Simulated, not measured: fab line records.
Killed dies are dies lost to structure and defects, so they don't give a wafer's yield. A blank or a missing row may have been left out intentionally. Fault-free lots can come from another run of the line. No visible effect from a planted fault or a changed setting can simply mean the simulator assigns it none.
Matching of chambers ; flow n5-finfet ; 4 sister chambers for N5_BEOL_M6_STRIP_67 on rie-diel-04
The step strips in CF4. 4 wafers are shown with their chamber, then 11 later ones without.

== WAFERS, EACH WITH ITS CHAMBER ==
wafer;chamber;drypump-motor-current-A (A)
L080.5;1;5.6
L086.5;0;6.1
L086.6;3;5.1
L087.2;2;5.1

== WAFERS WITH NO CHAMBER GIVEN ==
wafer;drypump-motor-current-A (A)
L087.4;5.6
L087.6;5.1
L090.3;5.5
L090.5;5.1
L090.6;6.1
L088.2;5.6
L088.5;5.6
L088.6;5.2
L092.1;5.1
L092.2;5.6
L092.5;5.6

== WHICH CHAMBER EACH ONE RAN IN ==
wafer;from the rows above;in truth
L087.4;1;1
L087.6;can't be placed: 2 or 3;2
L090.3;1;1
L090.5;can't be placed: 2 or 3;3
L090.6;0;0
L088.2;1;1
L088.5;1;1
L088.6;can't be placed: 2 or 3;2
L092.1;can't be placed: 2 or 3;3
L092.2;1;1
L092.5;1;1
Placed correctly: 7 of 11. Unplaceable from these rows: 4, with the true chamber sitting among the candidates in 4. 0 placed wrongly.
How it was worked out, from the rows above alone: a wafer's distance from a chamber is the root of the sum, over the readings, of the square of ((its reading less the chamber's mean) divided by the reading's scatter). The wafer belongs to the nearest chamber; if the next one is less than 2 further off, it can't be placed. Each chamber's mean is taken over the wafers shown for it. The scatter: root of mean squared gap, hidden wafer to nearest shown wafer, with one shown wafer a chamber.
